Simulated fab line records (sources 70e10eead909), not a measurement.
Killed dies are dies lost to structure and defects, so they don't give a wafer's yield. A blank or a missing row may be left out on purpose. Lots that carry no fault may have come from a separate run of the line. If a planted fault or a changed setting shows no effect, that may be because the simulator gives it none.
fab line records	flow nand-harc
record: lots: 12	wafers: 36	last-day: 33
route steps=1302 shown A_CHANNEL_HOLE_D2@598 A_CHANNEL_FILL_D2@620 END@1302
lots untouched by any fault: they come from a run of this same line in which no faults occurred
start-h: hours from the record's first day to the start of the lot's first wafer shown	wait-h: hours from the lot's prior step to this one	" repeats the value in the row above	L1.1+2: a single row standing in for several wafers	- no value present, or no start provided	* or withheld: withheld	< > ~ a bound
route shown NAME@n: names a module that has steps shown in the file, with the first one's number in the route	usual: mean/standard deviation taken from wafers without a fault	same: alike in all rows	chamber/n: place in a boat	sites: readings site by site	_std_site: the standard deviation of these	_edge_site: inner sites' mean taken away from outer sites' mean	radius-mm: how far each site lies from the wafer's centre	mask NAME#n: copy n	behind: tool/chamber where the wafer was last shaped	hold: reason for holding the lot/hours on hold/outcome of the hold	device: transistor that didn't switch, given as n, p or np	end of line: tests run on the same wafers once the route is complete	where a step has no rows: the recipe by itself	killed: not the wafer's yield, but the dies lost to structure and defects at the first sort	map: a wafer's dies, x killed, . not, _ none there
set.NAME: the setting the step ran with; set.NAME@STEP: the setting that earlier step ran with	model.NAME: the simulator's own value behind a step, which no gauge read
the route's steps for a sample of lots (tables are steps, rows are wafers)
services: the hour from which a tool's chamber was out of use, counted from the record's first day as start-h (under 0 if before that day), plus the number of hours and why
== steps ==
step: NHARC_A_CHANNEL_HOLE_D2_ETCH_26
recipe: bias-v: 300	source-w: 2000	pressure-mtorr: 30	time-s: 224.1	ar-flow-sccm: 375	c4f8-flow-sccm: 11.4	o2-flow-sccm: 113.6	temp-c: -20	target-depth-a: 3000	chemistry: C4F8/O2/Ar
usual: drypump-motor-current-A: 5.79/0.13	showerhead-plenum-p-Torr: 3.71/0.16	temp-c: -19.99/0.1	throttle-valve-pct: 24.583/0.0092
lot.wafer	tool	chamber	start-h	wait-h	drypump-motor-current-A	rf-hours-counter-h	showerhead-plenum-p-Torr	temp-c	throttle-valve-pct
L567.2	har-etch-01	0	298.21	0.7	5.95	153	3.61	-19.94	24.582
L567.3	"	0	"	"	5.94	-	3.61	-19.99	24.558
L567.5	"	1	"	"	5.83	-	3.75	-19.79	24.581
L569.3	har-etch-02	0	305.96	0.4	5.64	-	3.51	-20.01	24.589
L569.6	"	1	"	"	5.64	-	3.66	-20.24	24.593
L569.5	"	0	"	"	5.65	-	3.51	-19.93	24.602
L568.2	har-etch-01	0	307.94	0.7	5.96	160	3.61	-20.01	24.589
L568.3	"	1	"	"	5.84	-	3.74	-20.10	24.581
L568.5	"	1	"	"	5.84	-	3.74	-20.05	24.572
L571.4	har-etch-02	0	340.12	0.5	5.66	-	3.50	-19.95	24.585
L571.3	"	1	"	"	5.63	-	3.64	-19.95	24.589
L571.5	"	0	"	"	5.62	-	3.50	-20.12	24.587
L573.3	har-etch-01	0	358.68	0.5	5.95	-	3.59	-19.87	24.593
L573.4	"	1	"	"	5.85	-	3.73	-19.91	24.576
L573.6	"	1	"	"	5.86	-	3.73	-19.93	24.584
L575.2	har-etch-02	0	373.68	0.6	5.65	412	3.49	-19.90	24.579
L575.4	"	1	"	"	5.63	-	3.63	-19.92	24.578
L575.5	"	0	"	"	5.65	-	3.49	-19.93	24.575
L574.2	har-etch-01	1	374.15	0.6	5.83	198	3.72	-20.02	24.579
L574.4	"	0	"	"	5.92	-	3.59	-20.03	24.587
L574.6	"	0	"	"	5.93	-	3.59	-20.15	24.576
L581.2	har-etch-02	1	439.94	0.7	5.63	27	3.98	-20.03	24.586
L581.3	"	0	"	"	5.68	-	3.98	-19.87	24.576
L581.6	"	1	"	"	5.62	-	3.98	-19.97	24.581
L585.3	har-etch-02	1	480.56	0.5	5.65	-	3.96	-19.95	24.585
L585.4	"	0	"	"	5.65	-	3.96	-20.28	24.578
L585.5	"	1	"	"	5.65	-	3.96	-20.06	24.568
L586.1	har-etch-01	1	481.12	0.6	5.87	263	3.68	-19.87	24.581
L586.5	"	0	"	"	5.96	-	3.55	-19.94	24.571
L586.6	"	1	"	"	5.84	-	3.68	-19.88	24.598
L589.2	har-etch-01	1	515.03	0.6	5.82	282	3.67	-19.96	24.564
L589.4	"	1	"	"	5.84	-	3.67	-19.93	24.603
L589.5	"	1	"	"	5.84	-	3.67	-20.08	24.582
L590.1	har-etch-01	1	522.81	0.7	5.83	286	3.67	-19.90	24.592
L590.3	"	0	"	"	5.95	-	3.54	-19.81	24.568
L590.5	"	1	"	"	5.83	-	3.67	-20.04	24.568
step: NHARC_A_CHANNEL_FILL_D2_ETCHBACK_20
recipe: target-depth-a: 270	time-s: 13.5	c4f8-flow-sccm: withheld	o2-flow-sccm: 8	ar-flow-sccm: withheld	rf-w: 600	bias-w: 1500	chemistry: C4F8/O2/Ar
usual: oes-product-au: 0.987/0.024	rf-vpp-V: 980/5.3
lot.wafer	tool	chamber	start-h	wait-h	oes-product-au	rf-hours-counter-h	rf-vpp-V
L567.3	rie-diel-13	0	330.07	-	0.994	26	988
L567.2	"	2	"	"	1.011	25	971
L567.5	"	1	"	"	0.998	-	969
L568.3	rie-diel-06	0	330.08	-	1.010	1	972
L568.2	"	1	"	"	1.000	0	975
L568.5	"	0	"	"	1.000	-	972
L569.3	rie-diel-05	1	330.09	-	0.978	2	980
L569.5	"	1	"	"	0.970	-	980
L569.6	"	2	"	"	0.979	-	985
L571.3	rie-diel-05	2	368.78	-	0.981	3	985
L571.4	"	0	"	"	0.978	3	983
L571.5	"	3	"	"	0.977	-	984
L573.4	rie-diel-13	0	386.81	-	0.994	4	988
L573.3	"	1	"	"	0.997	3	970
L573.6	"	0	"	"	1.001	-	985
L574.2	rie-diel-06	0	401.18	-	0.985	3	972
L574.4	"	1	"	"	0.989	3	975
L574.6	"	3	"	"	1.011	-	982
L575.2	rie-diel-05	3	401.19	-	1.002	4	984
L575.5	"	1	"	"	0.990	-	982
L575.4	"	0	"	"	1.007	-	984
L581.2	rie-diel-06	0	465.64	-	0.940	5	971
L581.3	"	1	"	"	0.972	4	975
L581.6	"	1	"	"	0.967	-	974
L585.4	rie-diel-05	1	506.78	-	1.012	2	980
L585.3	"	0	"	"	0.987	3	986
L585.5	"	1	"	"	1.006	-	980
L586.1	rie-diel-13	1	506.81	-	0.997	26	969
L586.5	"	2	"	"	0.989	-	971
L586.6	"	3	"	"	1.011	-	970
L589.2	rie-diel-05	3	541.94	-	0.977	4	983
L589.4	"	0	"	"	0.979	4	985
L589.5	"	2	"	"	0.989	-	984
L590.1	rie-diel-05	0	549.34	-	0.972	4	983
L590.3	"	2	"	"	0.995	3	983
L590.5	"	1	"	"	1.010	-	980
step: NHARC_A_CHANNEL_FILL_D2_ETCHBACK_08
recipe: target-depth-a: 2200	time-s: 110	c4f8-flow-sccm: 20	ar-flow-sccm: withheld	rf-w: 600	bias-w: 300	chemistry: C4F8
usual: oes-product-au: 0.97/0.037	rf-vpp-V: 441.4/2.5
lot.wafer	tool	chamber	start-h	wait-h	oes-product-au	rf-hours-counter-h	rf-vpp-V
L567.2	rie-diel-05	2	-	-	0.93	2.3	445.9
L567.3	"	3	"	"	0.95	2.4	443.4
L567.5	"	0	"	"	0.97	-	443.7
L568.2	rie-diel-06	3	-	-	1.00	0.9	442.5
L568.3	"	2	"	"	0.93	0.7	442.9
L568.5	"	3	"	"	1.00	-	443.4
L569.3	rie-diel-05	1	-	-	0.91	2.2	441.4
L569.5	"	1	"	"	0.92	-	441.4
L569.6	"	2	"	"	0.92	-	443.7
L571.3	rie-diel-06	3	-	-	1.02	1.9	441.7
L571.4	"	0	"	"	0.99	2.2	437.0
L571.5	"	0	"	"	0.99	-	436.7
L573.4	rie-diel-06	1	-	-	0.99	2.5	440.4
L573.3	"	2	"	"	1.00	2.9	443.9
L573.6	"	1	"	"	0.99	-	439.4
L574.4	rie-diel-05	1	-	-	1.00	0.1	441.7
L574.2	"	2	"	"	1.00	0.1	444.7
L574.6	"	0	"	"	1.00	-	443.0
L575.4	rie-diel-13	0	-	-	1.01	11.7	446.0
L575.2	"	1	"	"	0.98	10.0	436.4
L575.5	"	0	"	"	1.00	-	445.6
L581.3	rie-diel-06	2	-	-	0.92	5.0	443.0
L581.2	"	3	"	"	0.93	5.0	443.2
L581.6	"	1	"	"	0.92	-	438.2
L586.1	rie-diel-06	3	-	-	0.99	0.9	441.7
L586.5	"	2	"	"	0.99	-	444.5
L586.6	"	3	"	"	0.99	-	441.5
L585.4	rie-diel-05	1	-	-	0.93	2.5	441.3
L585.3	"	2	"	"	0.92	3.0	442.2
L585.5	"	1	"	"	0.93	-	444.0
L589.2	rie-diel-06	2	-	-	0.99	1.8	443.7
L589.4	"	3	"	"	1.01	1.9	441.2
L589.5	"	1	"	"	1.00	-	440.1
L590.1	rie-diel-13	2	-	-	0.99	7.4	436.6
L590.3	"	3	"	"	1.00	7.9	438.1
L590.5	"	3	"	"	0.99	-	437.8
step: NHARC_A_CHANNEL_FILL_D2_CVD_09
recipe: target-thk-a: 1500	temp-c: 620	pressure-mtorr: 200	time-s: 3000	material: poly-Si
usual: pressure-mtorr: 200.0/0.43	run-length-s: 3001.3/0.4	zone-power-centre-pct: 8.8/0.4
lot.wafer	tool	chamber	start-h	wait-h	pressure-mtorr	run-length-s	zone-power-centre-pct
L567.2	lpcvd-poly-03	0	349.46	2.3	198.6	3001.5	9.0
L567.3	"	0	"	"	199.8	3001.5	8.8
L567.5	"	0	"	"	199.3	3001.5	8.8
L568.2	lpcvd-poly-03	0	349.46	2.2	200.3	3000.6	8.8
L568.3	"	0	"	"	200.9	3000.6	8.9
L568.5	"	0	"	"	200.6	3000.6	8.9
L569.3	lpcvd-poly-01	0	353.40	2.4	199.6	3001.6	9.5
L569.5	"	0	"	"	199.6	3001.6	9.3
L569.6	"	0	"	"	199.7	3001.6	9.6
L571.3	lpcvd-poly-04	0	388.75	2.3	200.1	3001.5	8.6
L571.4	"	0	"	"	200.4	3001.5	8.6
L571.5	"	0	"	"	200.6	3001.5	8.5
L573.3	lpcvd-poly-01	-	409.35	2.4	-	-	-
L573.4	"	-	"	"	-	-	-
L573.6	"	-	"	"	-	-	-
L574.2	lpcvd-poly-04	-	423.38	2.3	-	-	-
L574.4	"	-	"	"	-	-	-
L574.6	"	-	"	"	-	-	-
L575.2	lpcvd-poly-04	-	423.38	0.4	-	-	-
L575.4	"	-	"	"	-	-	-
L575.5	"	-	"	"	-	-	-
L581.2	lpcvd-poly-01	0	485.74	2.4	200.7	3002.0	9.4
L581.3	"	0	"	"	200.5	3002.0	9.6
L581.6	"	0	"	"	200.3	3002.0	9.5
L585.3	lpcvd-poly-04	0	526.37	2.3	199.6	3001.6	8.4
L585.4	"	0	"	"	199.6	3001.6	8.6
L585.5	"	0	"	"	199.2	3001.6	8.4
L586.1	lpcvd-poly-04	0	526.37	2.3	200.2	3001.5	8.4
L586.5	"	0	"	"	199.9	3001.5	8.6
L586.6	"	0	"	"	199.8	3001.5	8.4
L589.2	lpcvd-poly-04	0	562.34	2.4	200.2	3001.5	8.4
L589.4	"	0	"	"	200.3	3001.5	8.7
L589.5	"	0	"	"	199.3	3001.5	8.5
L590.1	lpcvd-poly-04	0	569.27	2.3	199.4	3001.2	8.7
L590.3	"	0	"	"	199.8	3001.2	8.5
L590.5	"	0	"	"	199.9	3001.2	8.6
step: NHARC_A_CHANNEL_FILL_D2_CMP_10
recipe: target-thk-nm: 150
usual: motor-current-A: 11.7/0.96	time-to-endpoint-s: 15.0/2.3
lot.wafer	tool	chamber	start-h	wait-h	motor-current-A	time-to-endpoint-s
L568.3	cmp-04	2	352.63	0.4	9.7	15.9
L568.2	"	1	"	"	11.4	11.8
L568.5	"	2	"	"	9.4	16.3
L567.3	cmp-01	3	352.66	0.4	11.2	14.8
L567.2	"	1	"	"	11.7	15.0
L567.5	"	2	"	"	11.2	17.3
L569.3	cmp-04	3	356.63	0.4	13.8	15.7
L569.5	"	3	"	"	14.5	14.4
L569.6	"	0	"	"	11.3	13.5
L571.4	cmp-02	2	392.02	0.4	10.7	17.3
L571.3	"	0	"	"	13.1	17.3
L571.5	"	1	"	"	11.8	15.1
L573.3	cmp-01	0	412.63	0.4	12.0	2.4
L573.4	"	1	"	"	11.1	6.6
L573.6	"	2	"	"	11.1	9.0
L574.4	cmp-01	3	426.59	0.4	11.7	3.2
L574.2	"	2	"	"	11.0	7.3
L574.6	"	3	"	"	12.1	3.7
L575.4	cmp-02	0	426.59	0.4	13.5	3.9
L575.2	"	2	"	"	11.0	6.4
L575.5	"	1	"	"	13.3	1.7
L581.2	cmp-02	2	489.01	0.4	11.5	16.6
L581.3	"	3	"	"	11.5	13.9
L581.6	"	0	"	"	13.4	15.0
L586.1	cmp-04	3	529.59	0.4	13.5	14.5
L586.6	"	1	"	"	10.4	15.8
L586.5	"	2	"	"	9.9	20.6
L585.4	cmp-01	3	529.59	0.4	11.8	13.9
L585.3	"	0	"	"	12.2	10.4
L585.5	"	2	"	"	11.7	15.0
L589.2	cmp-04	1	565.59	0.4	11.4	14.5
L589.4	"	3	"	"	14.0	17.3
L589.5	"	1	"	"	10.7	15.9
L590.3	cmp-01	1	572.45	0.4	11.4	15.1
L590.1	"	3	"	"	12.0	14.9
L590.5	"	2	"	"	11.5	15.4
step: NHARC_END_SORT_01
recipe: temp-c: 25
usual: killed-at-array: 53/20	killed-at-other: 1/1.2	killed-at-periphery: 3.7/2.6	killed-dies: 58/20	killed-open: 3.5/1.8	killed-short: 2.4/1.7
same: gross-dies: 677
lot.wafer	tool	chamber	start-h	wait-h	killed-at-array	killed-at-other	killed-at-periphery	killed-dies	killed-open	killed-short
L573.3	prober-02	0	622.68	3.1	673	3	1	677	6	1
L573.4	prober-02	0	623.48	3.4	675	0	2	677	3	3
L573.6	prober-02	0	625.06	4.0	671	1	5	677	3	2
L574.2	prober-01	0	646.41	2.8	664	1	12	677	8	5
L574.4	prober-01	0	648.00	3.4	669	1	7	677	7	1
L574.6	prober-01	0	649.60	4.0	672	1	4	677	4	3
L575.2	prober-02	0	646.45	2.8	673	1	3	677	3	6
L575.4	prober-02	0	648.02	3.4	676	0	1	677	3	4
L575.5	prober-02	0	648.81	3.6	673	0	4	677	7	3
killed by level:class
L573.3 A_CHANNEL_FILL_D2:area-cvd=641 A_CHANNEL_HOLE_D2:chamber-film-flake=10 A_STAIRCASE:chamber-film-flake=5 A_CHANNEL_HOLE_D1:chamber-film-flake=4 A_M0:chamber-film-flake=3 A_DECK1_JOINT:geometric-particle:open=2 A_SLIT:chamber-film-flake=2 A_CONTACT:chamber-film-flake=2
L573.4 A_CHANNEL_FILL_D2:area-cvd=649 A_STAIRCASE:chamber-film-flake=11 A_CHANNEL_HOLE_D2:chamber-film-flake=4 A_CONTACT:chamber-film-flake=3 A_ONON_D2:geometric-particle:short=2 P_CONTACT:geometric-particle:open=1 P_M0:geometric-particle:open=1 A_WL_FILL:geometric-particle:short=1
L573.6 A_CHANNEL_FILL_D2:area-cvd=646 A_CHANNEL_HOLE_D2:chamber-film-flake=6 A_STAIRCASE:chamber-film-flake=6 P_GATE:chamber-film-flake=4 A_CONTACT:chamber-film-flake=3 A_CHANNEL_FILL_D1:geometric-particle:open=2 A_SLIT:chamber-film-flake=2 A_ONON_D2:geometric-particle:short=1
L574.2 A_CHANNEL_FILL_D2:area-cvd=606 A_SLIT:chamber-film-flake=24 A_CHANNEL_HOLE_D2:chamber-film-flake=12 P_STI:chamber-film-flake=5 A_CHANNEL_HOLE_D1:chamber-film-flake=4 A_CHANNEL_FILL_D2:chamber-film-flake=4 P_M2:chamber-film-flake=3 P_CONTACT:geometric-particle:open=2
L575.2 A_CHANNEL_FILL_D2:area-cvd=597 A_CHANNEL_HOLE_D2:chamber-film-flake=36 A_CHANNEL_HOLE_D1:chamber-film-flake=29 A_STAIRCASE:chamber-film-flake=3 A_ONON_D2:geometric-particle:short=2 A_WL_FILL:geometric-particle:short=2 P_GATE:geometric-particle:open=1 P_CONTACT:geometric-particle:open=1
L574.4 A_CHANNEL_FILL_D2:area-cvd=620 A_SLIT:chamber-film-flake=17 A_CHANNEL_HOLE_D2:chamber-film-flake=17 P_M2:chamber-film-flake=3 A_STAIRCASE:chamber-film-flake=3 A_WL_FILL:chamber-film-flake=3 A_CONTACT:chamber-film-flake=3 A_CHANNEL_FILL_D1:geometric-particle:open=2
L575.4 A_CHANNEL_FILL_D2:area-cvd=603 A_CHANNEL_HOLE_D1:chamber-film-flake=28 A_CHANNEL_HOLE_D2:chamber-film-flake=25 A_STAIRCASE:chamber-film-flake=3 A_CONTACT:chamber-film-flake=3 A_ZERO_WELL:chamber-film-flake=2 A_CHANNEL_FILL_D1:chamber-film-flake=2 A_SLIT:chamber-film-flake=2
L575.5 A_CHANNEL_FILL_D2:area-cvd=591 A_CHANNEL_HOLE_D1:chamber-film-flake=40 A_CHANNEL_HOLE_D2:chamber-film-flake=27 A_CONTACT:chamber-film-flake=3 P_CONTACT:geometric-particle:open=2 A_ONON_D2:geometric-particle:open=2 A_CONTACT:geometric-particle:open=2 P_ZERO_WELL:chamber-film-flake=2
L574.6 A_CHANNEL_FILL_D2:area-cvd=634 A_SLIT:chamber-film-flake=15 A_CHANNEL_HOLE_D2:chamber-film-flake=10 A_WL_FILL:chamber-film-flake=4 A_CONTACT:chamber-film-flake=2 P_CONTACT:geometric-particle:open=1 A_DECK1_JOINT:geometric-particle:short=1 A_DECK1_JOINT:geometric-particle:open=1
== services ==
tool	chamber	start-h	hours	kind
cmp-01	-	283.52	4.0	pm
rie-diel-06	1	286.58	8.5	repair
rie-diel-06	-	307.20	9.0	pm
rie-diel-06	3	329.27	9.6	repair
rie-diel-13	1	335.33	21.1	repair
rie-diel-06	1	337.95	5.8	repair
rie-diel-13	-	342.50	9.0	pm
rie-diel-06	3	361.37	4.6	repair
cmp-01	-	375.28	2.6	repair
har-etch-02	-	378.22	17.0	pm
cmp-01	-	381.52	4.0	pm
rie-diel-06	1	387.29	5.1	repair
rie-diel-05	2	388.10	14.7	repair
rie-diel-05	0	390.17	9.9	repair
rie-diel-05	1	396.75	3.3	repair
rie-diel-05	-	406.60	9.0	pm
rie-diel-13	1	425.67	4.8	repair
cmp-01	-	433.38	2.4	repair
rie-diel-05	1	437.71	23.1	repair
rie-diel-05	2	442.72	6.1	repair
cmp-01	-	459.02	1.3	repair
rie-diel-06	-	484.20	9.0	pm
rie-diel-05	1	524.30	3.1	repair
rie-diel-06	2	535.45	16.6	repair
== key ==
first-sign: step: NHARC_A_CHANNEL_FILL_D2_CVD_09	reading: tool-record	direction: missing
effect: step: NHARC_A_CHANNEL_FILL_D2_CMP_10	reading: time-to-endpoint-s	direction: down	sigmas: 4.4	usual: *	struck: *
effect: step: NHARC_END_SORT_01	reading: killed-at-array	direction: up	sigmas: 31	usual: 53	struck: 672
more-kills-born-at: NHARC_A_CHANNEL_FILL_D2_CVD_09@lpcvd-poly-04: 3651	NHARC_A_CHANNEL_FILL_D2_CVD_09@lpcvd-poly-01: 1936
met-at NHARC_A_CHANNEL_FILL_D2_CVD_09
struck-lots L573,L574,L575
later-rows-left-out L573.3,L573.4,L573.6,L574.2,L574.4,L574.6,L575.2,L575.4,L575.5
tester-left-out L573,L574,L575
not-acting-at NHARC_A_CHANNEL_HOLE_D2_ETCH_26,NHARC_A_CHANNEL_FILL_D2_ETCHBACK_20,NHARC_A_CHANNEL_FILL_D2_ETCHBACK_08
onset-between 388.75 409.35
fault: kind: skipped-step-whole	tool: lpcvd-poly-01,lpcvd-poly-04	chamber: -	onset-h: 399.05	steps: NHARC_A_CHANNEL_FILL_D2_CVD_09	scope: struck-lots-only
tester-left-out: of these lots the tester's yield and bins aren't shown, on N5 and GAA mostly nor the transistor test; their killed dies are dies lost to structure and defects alone, not to doping, threshold or leakage, so they don't give the yield
later-rows-left-out: the simulator's readings of these wafers behind a module that went badly wrong aren't trusted and aren't shown, but for the sort
